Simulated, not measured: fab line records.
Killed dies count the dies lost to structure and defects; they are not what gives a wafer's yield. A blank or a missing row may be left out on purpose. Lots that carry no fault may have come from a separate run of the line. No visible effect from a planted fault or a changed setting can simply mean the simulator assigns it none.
fab line records    flow n5-finfet
[record] lots = 7  wafers = 18  last-day = 19
route steps=1938 shown MOL_CONTACT_COAG@615 PASSIVATION@1936
lots untouched by any fault: they come from a run of this same line in which no faults occurred
start-h: hours from the record's opening day to when the first of the lot's shown wafers began    wait-h: time in hours since the lot's previous step    " unchanged from the row above    L1.1+2: a single row standing in for several wafers    - either no value or no given start    * or withheld: withheld    < > ~ a bound
route shown NAME@n: names a module that has steps shown in the file, with the first one's number in the route    usual: average and standard deviation across the fault-free wafers    same: alike in all rows    chamber/n: place in a boat    sites: the reading at each site    _std_site: how widely they spread, as a standard deviation    _edge_site: mean of outer sites minus mean of inner sites    radius-mm: how far each site lies from the wafer's centre    mask NAME#n: copy n    behind: the tool/chamber that last shaped the wafer    hold: why the lot went on hold/how many hours it stayed there/how the hold came to an end    device: transistor that didn't switch, given as n, p or np    end of line: the route-end tests of the same wafers    a step given without rows: its recipe and nothing more    killed: dies that structure and defects cost at the first sort, which is not the same as the wafer's yield    map: the dies of a wafer, with x for killed, . for not killed, _ for no die there
set.NAME: the run value of the setting; set.NAME@STEP: its run value at that earlier step    model.NAME: the simulator's own value behind a step, which no gauge read
certain route steps with their lots: each step a table, each wafer a row
services: the hour from which a tool's chamber was out of use, counted from the record's first day as start-h (under 0 if before that day), plus the number of hours and why
[[steps]]
[step N5_MOL_CONTACT_COAG_VIA_ETCH_117]
[recipe] chemistry = C4F6/O2  target-depth-a = 400  overetch-a = 80  mask-material = SOC  target = SiO2  bias-w = 455  pressure-mtorr = 10  time-s = 26  source-w = 325  Ar_flow_sccm = 300  C4F6_flow_sccm = 10  O2_flow_sccm = 10  ion-energy-ev = 575.3  ends = end-point
[usual] drypump-motor-current-A = 5.5/0.32  oes_o_777_au = 0.78/0.071  oes-product-au = 0.70/0.064  rf-vpp-V = 1587/30  showerhead-plenum-p-Torr = 2.86/0.078  throttle-valve-pct = 41.3/0.31
lot.wafer  tool         chamber  start-h  wait-h  drypump-motor-current-A  oes_o_777_au  oes-product-au  rf-hours-counter-h  rf-vpp-V  showerhead-plenum-p-Torr  throttle-valve-pct
L150.2     rie-diel-01  0        114.94   0.0     5.7                      0.83          0.77            51                  1601      2.89                      41.5
L150.3     "            3        "        "       5.7                      0.75          0.67            165                 1604      2.83                      41.2
L150.5     "            1        "        "       5.7                      0.95          0.85            -                   1617      2.90                      40.8
L152.1     rie-diel-06  3        130.62   0.0     5.9                      0.77          0.69            147                 1538      2.75                      41.5
L152.3     "            0        "        "       5.3                      0.76          0.67            184                 1559      2.94                      41.5
L152.5     "            3        "        "       5.9                      0.77          0.69            -                   1539      2.75                      41.5
L155.3     rie-diel-01  2        142.10   0.0     5.7                      0.83          0.72            86                  1564      2.86                      41.1
L155.4     "            0        "        "       5.8                      0.83          0.76            59                  1600      2.89                      41.5
L157.1     rie-diel-02  0        153.62   0.0     6.1                      0.77          0.70            144                 1558      2.74                      40.6
L157.3     "            2        "        "       5.3                      0.72          0.64            195                 1625      2.71                      41.6
L159.3     rie-diel-01  0        170.31   0.0     5.8                      0.82          0.75            70                  1600      2.89                      41.5
L159.4     "            1        "        "       5.7                      0.91          0.81            25                  1620      2.89                      40.8
L169.1     rie-diel-02  2        227.21   0.0     5.3                      0.70          0.63            215                 1625      2.70                      41.6
L169.3     "            3        "        "       5.1                      0.72          0.65            198                 1631      2.94                      41.9
L169.4     "            1        "        "       5.2                      0.75          0.67            161                 1562      2.83                      41.3
L171.1     rie-diel-02  2        244.72   0.0     5.3                      0.70          0.63            222                 1623      2.70                      41.6
L171.2     "            0        "        "       6.2                      0.74          0.67            179                 1558      2.73                      40.7
L171.6     "            2        "        "       5.3                      0.71          0.63            -                   1624      2.70                      41.6
[step N5_MOL_CONTACT_COAG_ETCH_124]
[recipe] chemistry = CH3F/O2  target = SiNx  target-depth-a = 65  mask-material = SOC  stop-on = SiOC  over-etch-frac = 0.3  ion-energy-ev = 120  pressure-mtorr = 30  source-w = 395  bias-w = 73  Ar_flow_sccm = 150  CH3F_flow_sccm = 30  O2_flow_sccm = 20  ends = end-point
[usual] drypump-motor-current-A = 5.5/0.31  oes_o_777_au = 0.78/0.07  oes-product-au = 0.67/0.064  rf-vpp-V = 297/6.1  showerhead-plenum-p-Torr = 2.01/0.058  throttle-valve-pct = 16.47/0.18
[same] over-etch-frac = 0.3
lot.wafer  tool         chamber  start-h  wait-h  drypump-motor-current-A  oes_o_777_au  oes-product-au  rf-hours-counter-h  rf-vpp-V  showerhead-plenum-p-Torr  throttle-valve-pct
L150.2     rie-diel-01  0        114.97   0.0     5.8                      0.85          0.74            51                  300       2.04                      16.37
L150.3     "            3        "        "       5.7                      0.75          0.64            165                 301       1.99                      16.52
L150.5     "            1        "        "       5.7                      0.95          0.83            -                   304       2.05                      16.17
L152.1     rie-diel-06  3        130.64   0.0     5.9                      0.78          0.66            147                 286       1.93                      16.44
L152.3     "            0        "        "       5.2                      0.76          0.62            184                 291       2.07                      16.65
L152.5     "            3        "        "       5.9                      0.78          0.66            -                   287       1.93                      16.41
L155.3     rie-diel-01  2        142.12   0.0     5.7                      0.84          0.70            86                  292       2.02                      16.37
L155.4     "            0        "        "       5.7                      0.84          0.72            59                  300       2.04                      16.38
L157.1     rie-diel-02  0        153.65   0.0     6.1                      0.77          0.66            144                 292       1.93                      16.26
L157.3     "            2        "        "       5.3                      0.72          0.62            195                 306       1.90                      16.77
L159.3     rie-diel-01  0        170.33   0.0     5.8                      0.82          0.72            70                  300       2.03                      16.40
L159.4     "            1        "        "       5.7                      0.89          0.78            25                  302       2.04                      16.20
L169.1     rie-diel-02  2        227.24   0.0     5.3                      0.71          0.61            215                 305       1.90                      16.82
L169.3     "            3        "        "       5.1                      0.73          0.62            198                 305       2.07                      16.77
L169.4     "            1        "        "       5.2                      0.74          0.63            161                 293       2.00                      16.36
L171.1     rie-diel-02  2        244.75   0.0     5.3                      0.70          0.60            222                 306       1.90                      16.83
L171.2     "            0        "        "       6.1                      0.75          0.64            179                 292       1.92                      16.34
L171.6     "            2        "        "       5.3                      0.71          0.60            -                   304       1.90                      16.84
[step N5_MOL_CONTACT_COAG_ETCH_48]
[recipe] chemistry = C4F6/O2  target-depth-a = 150  overetch-a = 45  mask-material = SOC  target = SiOC  bias-w = 465  pressure-mtorr = 10  time-s = 17  source-w = 335  Ar_flow_sccm = 300  C4F6_flow_sccm = 10  O2_flow_sccm = 10  ion-energy-ev = 576
[usual] drypump-motor-current-A = 5.5/0.31  oes_o_777_au = 0.78/0.071  oes-product-au = 0.66/0.069  rf-vpp-V = 1589/30  showerhead-plenum-p-Torr = 2.86/0.078  throttle-valve-pct = 40.8/0.3
lot.wafer  tool         chamber  start-h  wait-h  drypump-motor-current-A  oes_o_777_au  oes-product-au  rf-hours-counter-h  rf-vpp-V  showerhead-plenum-p-Torr  throttle-valve-pct
L150.2     rie-diel-01  0        115.01   0.0     5.7                      0.84          0.73            51                  1603      2.89                      41.0
L150.3     "            3        "        "       5.7                      0.76          0.66            165                 1604      2.83                      40.7
L150.5     "            1        "        "       5.8                      0.96          0.80            -                   1621      2.90                      40.4
L152.1     rie-diel-06  3        130.68   0.0     5.9                      0.78          0.61            147                 1541      2.75                      41.0
L152.3     "            0        "        "       5.2                      0.75          0.62            184                 1560      2.94                      41.1
L152.5     "            3        "        "       5.9                      0.77          0.61            -                   1541      2.75                      41.0
L155.3     rie-diel-01  2        142.16   0.0     5.7                      0.83          0.70            86                  1566      2.86                      40.7
L155.4     "            0        "        "       5.7                      0.83          0.70            59                  1602      2.89                      41.0
L157.1     rie-diel-02  0        153.69   0.0     6.1                      0.77          0.71            144                 1559      2.74                      40.2
L157.3     "            2        "        "       5.3                      0.72          0.59            195                 1625      2.71                      41.1
L159.3     rie-diel-01  0        170.37   0.0     5.7                      0.81          0.71            70                  1603      2.89                      41.1
L159.4     "            1        "        "       5.8                      0.90          0.83            25                  1618      2.89                      40.4
L169.1     rie-diel-02  2        227.28   0.0     5.3                      0.70          0.60            215                 1625      2.70                      41.1
L169.3     "            3        "        "       5.1                      0.72          0.65            198                 1635      2.94                      41.4
L169.4     "            1        "        "       5.2                      0.74          0.65            161                 1565      2.83                      40.8
L171.1     rie-diel-02  2        244.79   0.0     5.3                      0.70          0.57            222                 1625      2.70                      41.1
L171.2     "            0        "        "       6.2                      0.75          0.61            179                 1560      2.73                      40.2
L171.6     "            2        "        "       5.3                      0.70          0.56            -                   1626      2.70                      41.1
[step N5_MOL_CONTACT_COAG_STRIP_72]
[recipe] chemistry = N2/H2  power-w = 450  temp-c = 40  pressure-mtorr = 20  rf-frequency-hz = 6e+07  overash-fraction = 3  bias-power-w = 7  h2-frac = 0.5  n2-flow-sccm = 200  h2-flow-sccm = 200
[usual] drypump-motor-current-A = 5.5/0.32  h2-flow-sccm = 200.0/0.61  oes-product-au = 0.78/0.078  rf-vpp-V = 58.9/1.9  showerhead-plenum-p-Torr = 2.54/0.073  throttle-valve-pct = 23.75/0.29
lot.wafer  tool         chamber  start-h  wait-h  drypump-motor-current-A  h2-flow-sccm  oes-product-au  rf-hours-counter-h  rf-vpp-V  showerhead-plenum-p-Torr  throttle-valve-pct
L150.2     rie-diel-01  0        115.06   0.0     5.7                      199.3         0.87            51                  59.3      2.58                      23.69
L150.3     "            3        "        "       5.7                      199.7         0.74            165                 56.6      2.53                      23.73
L150.5     "            1        "        "       5.8                      199.6         0.97            -                   55.3      2.58                      23.22
L152.1     rie-diel-06  3        130.74   0.0     5.9                      199.9         0.75            147                 58.1      2.45                      23.99
L152.3     "            0        "        "       5.2                      200.6         0.72            184                 56.5      2.62                      23.72
L152.5     "            3        "        "       5.9                      199.9         0.75            -                   58.8      2.45                      23.99
L155.3     rie-diel-01  2        142.22   0.0     5.6                      200.1         0.81            86                  57.5      2.57                      23.93
L155.4     "            0        "        "       5.8                      200.0         0.87            59                  57.1      2.58                      23.75
L157.1     rie-diel-02  0        153.75   0.0     6.1                      200.7         0.78            144                 58.2      2.44                      23.48
L157.3     "            2        "        "       5.3                      199.7         0.72            195                 55.6      2.40                      24.08
L159.3     rie-diel-01  0        170.43   0.0     5.7                      199.3         0.84            70                  58.9      2.57                      23.75
L159.4     "            1        "        "       5.8                      199.8         0.93            25                  55.4      2.57                      23.22
L169.1     rie-diel-02  2        227.33   0.0     5.3                      200.8         0.71            215                 57.7      2.39                      24.11
L169.3     "            3        "        "       5.1                      200.0         0.71            198                 61.4      2.64                      24.41
L169.4     "            1        "        "       5.2                      199.8         0.75            161                 57.6      2.54                      23.65
L171.1     rie-diel-02  2        244.85   0.0     5.3                      200.1         0.69            222                 57.3      2.39                      24.14
L171.2     "            0        "        "       6.1                      200.5         0.75            179                 56.5      2.42                      23.50
L171.6     "            2        "        "       5.3                      201.1         0.69            -                   60.4      2.39                      24.11
[step N5_MOL_CONTACT_COAG_STRIP_49]
[recipe] chemistry = N2/H2  time-s = 30  power-w = 1000  temp-c = 250  pressure-mtorr = withheld  n2-flow-sccm = 1750  h2-flow-sccm = 3250
[step N5_MOL_CONTACT_COAG_PRECLEAN_138]
[recipe] chemistry = alkaline-clean  temp-c = 60  time-s = 60  do-ppb = 50
[step N5_MOL_CONTACT_COAG_SRD_139]
[recipe] dry = ipa-marangoni  time-s = 30  temp-c = 23  rinse-liquid = diw
[step N5_MOL_CONTACT_COAG_CD_MEAS_101]
[recipe] target-cd-nm = 16
[usual] cd-nm = 16.1/0.35
lot.wafer  tool       chamber  start-h  wait-h  cd-nm
L150.2     cd-sem-02  -        115.29   0.0     16.4
L150.3     "          -        "        "       16.1
L150.5     "          -        "        "       16.5
L152.1     cd-sem-03  -        130.97   0.0     15.8
L152.3     "          -        "        "       16.1
L152.5     "          -        "        "       15.8
L155.3     cd-sem-01  -        142.46   0.0     16.4
L155.4     "          -        "        "       15.8
L157.1     cd-sem-01  -        153.97   0.0     15.5
L157.3     "          -        "        "       15.9
L159.3     cd-sem-01  -        170.66   0.0     15.9
L159.4     "          -        "        "       16.8
L169.1     cd-sem-01  -        227.56   0.0     15.7
L169.3     "          -        "        "       15.7
L169.4     "          -        "        "       15.4
L171.1     cd-sem-03  -        245.08   0.0     15.9
L171.2     "          -        "        "       16.1
L171.6     "          -        "        "       16.2
[step N5_MOL_CONTACT_COAG_PRE_CLEAN_121]
[recipe] gas = H2/He  time-s = *  temp-c = withheld
[step N5_MOL_CONTACT_COAG_CVD_140]
[recipe] material = W  target-thk-a = 665  mode = selective-fill  temp-c = 300  time-s = 215
[usual] heater-power-w = 517/33
lot.wafer  tool      chamber  start-h  wait-h  heater-power-w
L150.2     cvd-w-01  1        115.42   0.1     518
L150.3     "         1        "        "       530
L150.5     "         0        "        "       562
L152.1     cvd-w-02  1        131.10   0.1     486
L152.3     "         0        "        "       475
L152.5     "         0        "        "       471
L155.3     cvd-w-02  0        142.67   0.1     468
L155.4     "         1        "        "       495
L157.1     cvd-w-01  0        154.11   0.1     548
L157.3     "         1        "        "       541
L159.3     cvd-w-02  0        170.87   0.1     470
L159.4     "         1        "        "       485
L169.1     cvd-w-01  0        227.69   0.1     566
L169.3     "         0        "        "       548
L169.4     "         1        "        "       518
L171.1     cvd-w-01  1        245.21   0.1     525
L171.2     "         0        "        "       592
L171.6     "         1        "        "       537
[step N5_MOL_CONTACT_COAG_PRECLEAN_127]
[recipe] chemistry = DIW  time-s = 57.5  temp-c = 23
[step N5_MOL_CONTACT_COAG_SRD_128]
[recipe] dry-time-s = 32  dry = n2-spin  spin-rpm = 1500
[step N5_MOL_CONTACT_COAG_CMP_52]
[recipe] stop-on = SiO2  t-overpolish-s = 1.5  post-cmp-clean = w-dilute-nh4oh  down-force-psi = 4  platen-rpm = 50.289  pad-velocity-m-s = 1.0006  target-thk-nm = 66.5
[usual] motor-current-A = 12.5/1.2  overpolish-run-s = 1.501/0.0094  time-to-endpoint-s = 13.7/2.5
[same] t-overpolish-s = 1.5
lot.wafer  tool    chamber  start-h  wait-h  motor-current-A  overpolish-run-s  time-to-endpoint-s
L150.2     cmp-01  0        115.79   0.1     13.2             1.507             13.1
L150.3     "       2        "        "       11.2             1.501             9.9
L150.5     "       3        "        "       10.7             1.496             12.2
L152.1     cmp-01  1        131.55   0.2     12.6             1.505             15.4
L152.3     "       2        "        "       10.8             1.505             11.2
L152.5     "       2        "        "       10.4             1.501             8.6
L155.3     cmp-01  2        142.91   0.0     11.0             1.501             10.1
L155.4     "       1        "        "       12.8             0.043             26.0
L157.3     cmp-01  1        154.46   0.1     12.4             1.492             19.6
L157.1     "       2        "        "       11.3             0.047             26.0
L159.3     cmp-01  2        171.11   0.0     11.3             1.498             11.9
L159.4     "       3        "        "       10.8             0.034             26.0
L169.3     cmp-01  2        228.02   0.0     11.5             1.510             10.6
L169.1     "       3        "        "       10.9             1.490             12.9
L169.4     "       1        "        "       12.6             1.488             16.7
L171.1     cmp-04  2        245.64   0.1     13.8             1.490             12.4
L171.2     "       3        "        "       14.1             1.489             14.7
L171.6     "       0        "        "       12.9             1.487             10.7
[step N5_MOL_CONTACT_COAG_ANNEAL_112]
[recipe] temp-c = 400  time-s = 1800  ambient = HPD2  pressure-atm = 10
[step N5_MOL_CONTACT_COAG_INSPECT_97]
[recipe] inspect-instrument = darkfield  mode = post-anneal
[usual] raw-defect-count = 43/18
lot.wafer  tool               chamber  start-h  wait-h  raw-defect-count
L150.2     defect-inspect-01  -        119.12   0.0     34
L150.3     "                  -        "        "       33
L150.5     "                  -        "        "       55
L152.1     defect-inspect-01  -        134.89   0.0     34
L152.3     "                  -        "        "       18
L152.5     "                  -        "        "       50
L155.3     defect-inspect-02  -        146.30   0.1     40
L155.4     "                  -        "        "       1298
L157.1     defect-inspect-01  -        157.77   0.0     997
L157.3     "                  -        "        "       39
L159.3     defect-inspect-01  -        174.49   0.1     20
L159.4     "                  -        "        "       1157
L169.1     defect-inspect-01  -        231.36   0.0     31
L169.3     "                  -        "        "       61
L169.4     "                  -        "        "       37
L171.1     defect-inspect-01  -        248.92   0.0     26
L171.2     "                  -        "        "       15
L171.6     "                  -        "        "       31
[step N5_PASSIVATION_PROBE_49]
[usual] killed_at_M0_to_M3 = 35/12  killed_at_M4_up = 13/5.8  killed-at-contacts = 12/5.5  killed-at-front-end = 36/9.9  killed-at-other = 4/3.7  killed-dies = 101/18  killed-on-rim = 13/4.1  killed-open = 66/13  killed-short = 33/8
[same] gross-dies = 1180  killed-at-back-side = 0
lot.wafer  tool       chamber  start-h  wait-h  killed_at_M0_to_M3  killed_at_M4_up  killed-at-contacts  killed-at-front-end  killed-at-other  killed-dies  killed-on-rim  killed-open  killed-short
L152.1     prober-02  -        308.10   0.0     51                  13               11                  46                   1                122          5              77           40
L152.3     prober-02  -        308.20   0.1     39                  9                6                   44                   5                103          11             63           38
L152.5     prober-02  -        308.30   0.2     36                  14               7                   35                   7                99           16             63           34
L157.1     prober-01  -        332.34   0.0     36                  10               869                 60                   7                982          25             75           48
L157.3     prober-01  -        332.44   0.1     40                  5                13                  57                   9                124          19             81           42
L155.3     prober-02  -        332.44   0.1     45                  13               13                  33                   5                109          17             67           42
L155.4     prober-02  -        332.49   0.2     35                  11               1108                20                   6                1180         152            54           31
L159.3     prober-02  -        365.12   0.1     30                  9                15                  36                   10               100          17             67           31
L159.4     prober-02  -        365.17   0.2     26                  12               1090                41                   11               1180         152            64           37
L169.1     prober-01  -        417.73   0.0     24                  13               13                  42                   8                100          9              67           31
L169.3     prober-01  -        417.83   0.1     36                  17               10                  20                   2                85           14             58           25
L169.4     prober-01  -        417.88   0.2     24                  12               13                  39                   1                89           12             53           29
// killed by level:class
L152.1 BEOL_M0_SAQP:geometric-particle:short=19 BEOL_M0_SAQP:geometric-particle:open=18 FIN_SAQP:geometric-particle:open=12 STI_FIN_REVEAL:geometric-particle:open=9 MOL_CONTACT_COAG:geometric-particle:open=7 FIN_SAQP:geometric-particle:short=5 BEOL_M4:geometric-particle:open=5 MOL_CONTACT_COAG:geometric-particle:short=4
L152.3 BEOL_M0_SAQP:geometric-particle:short=14 STI_FIN_REVEAL:geometric-particle:open=13 FIN_SAQP:geometric-particle:short=9 BEOL_M3:geometric-particle:open=9 FIN_SAQP:geometric-particle:open=8 BEOL_M0_SAQP:geometric-particle:open=7 BEOL_M1:geometric-particle:open=7 MOL_CONTACT_COAG:geometric-particle:open=5
L152.5 BEOL_M0_SAQP:geometric-particle:open=12 BEOL_M0_SAQP:geometric-particle:short=11 FIN_SAQP:geometric-particle:open=9 FIN_SAQP:geometric-particle:short=6 DUMMY_GATE:geometric-particle:open=6 MOL_CONTACT_COAG:geometric-particle:open=6 BEOL_M5:geometric-particle:open=4 MIM_BOT:geometric-particle:short=4
L157.1 MOL_CONTACT_COAG:area-cmp=859 STI_FIN_REVEAL:geometric-particle:open=20 BEOL_M0_SAQP:geometric-particle:short=16 FIN_SAQP:geometric-particle:open=13 BEOL_M3:geometric-particle:open=8 FIN_SAQP:geometric-particle:short=7 MOL_CONTACT_COAG:geometric-particle:open=6 DUMMY_GATE:geometric-particle:open=4
L155.3 BEOL_M2:geometric-particle:open=16 MOL_CONTACT_COAG:geometric-particle:open=11 BEOL_M0_SAQP:geometric-particle:short=8 BEOL_M0_SAQP:geometric-particle:open=8 GATE_CUT:geometric-particle:short=7 BEOL_M3:geometric-particle:open=7 FIN_SAQP:geometric-particle:short=6 BEOL_M4:geometric-particle:open=5
L157.3 STI_FIN_REVEAL:geometric-particle:open=23 BEOL_M0_SAQP:geometric-particle:open=12 MOL_CONTACT_COAG:geometric-particle:open=10 BEOL_M0_SAQP:geometric-particle:short=8 BEOL_M3:geometric-particle:open=8 STARTING-WAFER:geometric-particle:short=5 BEOL_M2:geometric-particle:open=5 FIN_SAQP:geometric-particle:short=4
L155.4 MOL_CONTACT_COAG:area-cmp=1095 MOL_CONTACT_COAG:geometric-particle:open=12 BEOL_M1:geometric-particle:open=8 BEOL_M2:geometric-particle:open=7 BEOL_M0_SAQP:geometric-particle:open=6 FIN_SAQP:geometric-particle:short=5 BEOL_M7:geometric-particle:open=5 BEOL_M1:geometric-particle:short=4
L159.3 MOL_CONTACT_COAG:geometric-particle:open=14 BEOL_M0_SAQP:geometric-particle:short=12 FIN_SAQP:geometric-particle:open=9 BEOL_M1:geometric-particle:open=7 BEOL_M4:geometric-particle:open=5 BEOL_M0:geometric-particle:open=5 STI_FIN_REVEAL:geometric-particle:open=4 STARTING-WAFER:geometric-particle:open=4
L159.4 MOL_CONTACT_COAG:area-cmp=1077 MOL_CONTACT_COAG:geometric-particle:open=11 BEOL_M0_SAQP:geometric-particle:short=10 STI_FIN_REVEAL:geometric-particle:open=8 BEOL_M4:geometric-particle:open=7 BEOL_M0:geometric-particle:open=5 STARTING-WAFER:geometric-particle:open=5 STI_FIN_REVEAL:geometric-particle:short=4
L169.1 MOL_CONTACT_COAG:geometric-particle:open=12 STI_FIN_REVEAL:geometric-particle:open=8 BEOL_M4:geometric-particle:open=8 BEOL_M2:geometric-particle:open=7 GATE_CUT:geometric-particle:open=6 DUMMY_GATE:geometric-particle:open=4 BEOL_M0_SAQP:geometric-particle:short=4 GATE_CUT:geometric-particle:short=4
L169.3 MOL_CONTACT_COAG:geometric-particle:open=10 STI_FIN_REVEAL:geometric-particle:open=8 BEOL_M0_SAQP:geometric-particle:short=6 BEOL_M1:geometric-particle:open=6 BEOL_M1:geometric-particle:short=5 BEOL_M2:geometric-particle:open=5 BEOL_M4:geometric-particle:open=5 BEOL_M0_SAQP:geometric-particle:open=4
L169.4 MOL_CONTACT_COAG:geometric-particle:open=12 BEOL_M0_SAQP:geometric-particle:short=7 HKMG_FIN:area-etch=7 BEOL_M1:geometric-particle:open=5 GATE_CUT:geometric-particle:open=5 BEOL_M4:geometric-particle:open=5 DUMMY_GATE:geometric-particle:open=4 STARTING-WAFER:geometric-particle:short=4
// map L155.4 (x killed, . not)
_________________xxxxxxxxxxxx________________
______________xxxxxxxxxxxxxxxxxx_____________
___________xxxxxxxxxxxxxxxxxxxxxxxx__________
__________xxxxxxxxxxxxxxxxxxxxxxxxxx_________
________xxxxxxxxxxxxxxxxxxxxxxxxxxxxxx_______
_______xxxxxxxxxxxxxxxxxxxxxxxxxxxxxxxx______
______xxxxxxxxxxxxxxxxxxxxxxxxxxxxxxxxxx_____
_____xxxxxxxxxxxxxxxxxxxxxxxxxxxxxxxxxxxx____
____xxxxxxxxxxxxxxxxxxxxxxxxxxxxxxxxxxxxxx___
___xxxxxxxxxxxxxxxxxxxxxxxxxxxxxxxxxxxxxxxx__
___xxxxxxxxxxxxxxxxxxxxxxxxxxxxxxxxxxxxxxxx__
__xxxxxxxxxxxxxxxxxxxxxxxxxxxxxxxxxxxxxxxxxx_
__xxxxxxxxxxxxxxxxxxxxxxxxxxxxxxxxxxxxxxxxxx_
_xxxxxxxxxxxxxxxxxxxxxxxxxxxxxxxxxxxxxxxxxxxx
_xxxxxxxxxxxxxxxxxxxxxxxxxxxxxxxxxxxxxxxxxxxx
_xxxxxxxxxxxxxxxxxxxxxxxxxxxxxxxxxxxxxxxxxxxx
_xxxxxxxxxxxxxxxxxxxxxxxxxxxxxxxxxxxxxxxxxxxx
_xxxxxxxxxxxxxxxxxxxxxxxxxxxxxxxxxxxxxxxxxxxx
_xxxxxxxxxxxxxxxxxxxxxxxxxxxxxxxxxxxxxxxxxxxx
_xxxxxxxxxxxxxxxxxxxxxxxxxxxxxxxxxxxxxxxxxxxx
_xxxxxxxxxxxxxxxxxxxxxxxxxxxxxxxxxxxxxxxxxxxx
__xxxxxxxxxxxxxxxxxxxxxxxxxxxxxxxxxxxxxxxxxx_
__xxxxxxxxxxxxxxxxxxxxxxxxxxxxxxxxxxxxxxxxxx_
___xxxxxxxxxxxxxxxxxxxxxxxxxxxxxxxxxxxxxxxx__
___xxxxxxxxxxxxxxxxxxxxxxxxxxxxxxxxxxxxxxxx__
____xxxxxxxxxxxxxxxxxxxxxxxxxxxxxxxxxxxxxx___
_____xxxxxxxxxxxxxxxxxxxxxxxxxxxxxxxxxxxx____
______xxxxxxxxxxxxxxxxxxxxxxxxxxxxxxxxxx_____
_______xxxxxxxxxxxxxxxxxxxxxxxxxxxxxxxx______
________xxxxxxxxxxxxxxxxxxxxxxxxxxxxxx_______
__________xxxxxxxxxxxxxxxxxxxxxxxxxx_________
___________xxxxxxxxxxxxxxxxxxxxxxxx__________
______________xxxxxxxxxxxxxxxxxx_____________
_________________xxxxxxxxxxxx________________
// map L157.1 (x killed, . not)
_________________...x.x.x....________________
______________x...........x.x..._____________
___________.....xxxxxxxxxxxxxx..x..__________
__________x..xxxxxxxxxxxxxxxxxxxx..._________
________...xxxxxxxxxxxxxxxxxxxxxxxx..._______
_______x..xxxxxxxxxxxxxxxxxxxxxxxxxx...______
______..xxxxxxxxxxxxxxxxxxxxxxxxxxxxxxx._____
_____..xxxxxxxxxxxxxxxxxxxxxxxxxxxxxxxx..____
____..xxxxxxxxxxxxxxxxxxxxxxxxxxxxxxxxxxxx___
___..xxxxxxxxxxxxxxxxxxxxxxxxxxxxxxxxxxx...__
___x.xxxxxxxxxxxxxxxxxxxxxxxxxxxxxxxxxxxx..__
__...xxxxxxxxxxxxxxxxxxxxxxxxxxxxxxxxxxxx..._
__..xxxxxxxxxxxxxxxxxxxxxxxxxxxxxxxxxxxxxxx._
_...xxxxxxxxxxxxxxxxxxxxxxxxxxxxxxxxxxxxxx...
_x..xxxxxxxxxxxxxxxxxxxxxxxxxxxxxxxxxxxxxx...
_...xxxxxxxxxxxxxxxxxxxxxxxxxxxxxxxxxxxxxx...
_...xxxxxxxxxxxxxxxxxxxxxxxxxxxxxxxxxxxxxx...
_x.xxxxxxxxxxxxxxxxxxxxxxxxxxxxxxxxxxxxxxx...
_...xxxxxxxxxxxxxxxxxxxxxxxxxxxxxxxxxxxxxx...
_...xxxxxxxxxxxxxxxxxxxxxxxxxxxxxxxxxxxxxx...
_...xxxxxxxxxxxxxxxxxxxxxxxxxxxxxxxxxxxxxx...
__..xxxxxxxxxxxxxxxxxxxxxxxxxxxxxxxxxxxxxx.._
__...xxxxxxxxxxxxxxxxxxxxxxxxxxxxxxxxxxxx..._
___..xxxxxxxxxxxxxxxxxxxxxxxxxxxxxxxxxxxx..__
___x..xxxxxxxxxxxxxxxxxxxxxxxxxxxxxxxxxx...__
____..xxxxxxxxxxxxxxxxxxxxxxxxxxxxxxxxxxx.___
_____xxxxxxxxxxxxxxxxxxxxxxxxxxxxxxxxxx..____
______.xxxxxxxxxxxxxxxxxxxxxxxxxxxxxxx.._____
_______x..xxxxxxxxxxxxxxxxxxxxxxxxxx...______
________...xxxxxxxxxxxxxxxxxxxxxxxx..._______
__________...xxxxxxxxxxxxxxxxxxxx..._________
___________.x..xxxxxxxxxxxxxxx..x..__________
______________x................._____________
_________________x.x.........________________
[[services]]
tool         chamber  start-h  hours  kind
rie-diel-02  0        92.12    4.1    repair
rie-diel-06  3        93.50    2.2    repair
cvd-w-02     -        111.62   2.8    pm
cvd-w-02     -        116.56   1.6    repair
cmp-01       -        120.50   1.2    repair
cmp-04       -        129.99   4.7    pm
rie-diel-06  1        144.17   -      clean
rie-diel-06  1        144.17   -      consumable-replace:focus-ring
rie-diel-06  1        144.17   14.5   scheduled-down
rie-diel-06  1        144.17   14.5   vent-cycle
cmp-04       -        150.54   5.1    repair
rie-diel-02  2        173.19   5.9    repair
rie-diel-06  1        176.21   35.1   repair
rie-diel-02  -        182.74   0.5    repair
rie-diel-02  2        192.53   6.0    repair
cmp-01       -        197.60   4.0    pm
cmp-01       -        201.60   -      consumable-replace:conditioner
cmp-01       -        201.60   -      consumable-replace:pad
cmp-01       -        206.87   0.6    repair
cmp-04       -        223.35   3.7    repair
rie-diel-06  2        229.79   1.7    repair
cmp-01       -        232.37   3.3    pm
[[key]]
[first-sign] step = N5_MOL_CONTACT_COAG_CMP_52  reading = overpolish-run-s  direction = down  sigmas = 99+  usual = 1.501  struck = 0.041
[effect] step = N5_MOL_CONTACT_COAG_CMP_52  reading = time-to-endpoint-s  direction = up  sigmas = 4.8  usual = *  struck = *
[effect] step = N5_MOL_CONTACT_COAG_INSPECT_97  reading = raw-defect-count  direction = up  sigmas = 61  usual = 43  struck = 1151
[effect] step = N5_PASSIVATION_PROBE_49  reading = killed-at-contacts  direction = up  sigmas = 99+  usual = 12  struck = 1022
[more-kills-born-at] N5_MOL_CONTACT_COAG_CMP_52@cmp-01 = 3031
met-at N5_MOL_CONTACT_COAG_CMP_52
struck-wafers L155.4,L157.1,L159.4
later-rows-left-out L155.4,L157.1,L159.4
tester-left-out L155,L157,L159
onset-between 131.55 142.91
[fault] kind = process-parameter-drift  tool = cmp-01  chamber = -  onset-h = 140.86  steps = N5_MOL_CONTACT_COAG_CMP_52  channel = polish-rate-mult  offset = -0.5  shape = step  end-h = 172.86  scope = struck-wafers-only
// tester-left-out: of these lots the tester's yield and bins aren't shown, on N5 and GAA mostly nor the transistor test; their killed dies are dies lost to structure and defects alone, not to doping, threshold or leakage, so they don't give the yield
// later-rows-left-out: the simulator's readings of these wafers behind a module that went badly wrong aren't trusted and aren't shown, but for the sort
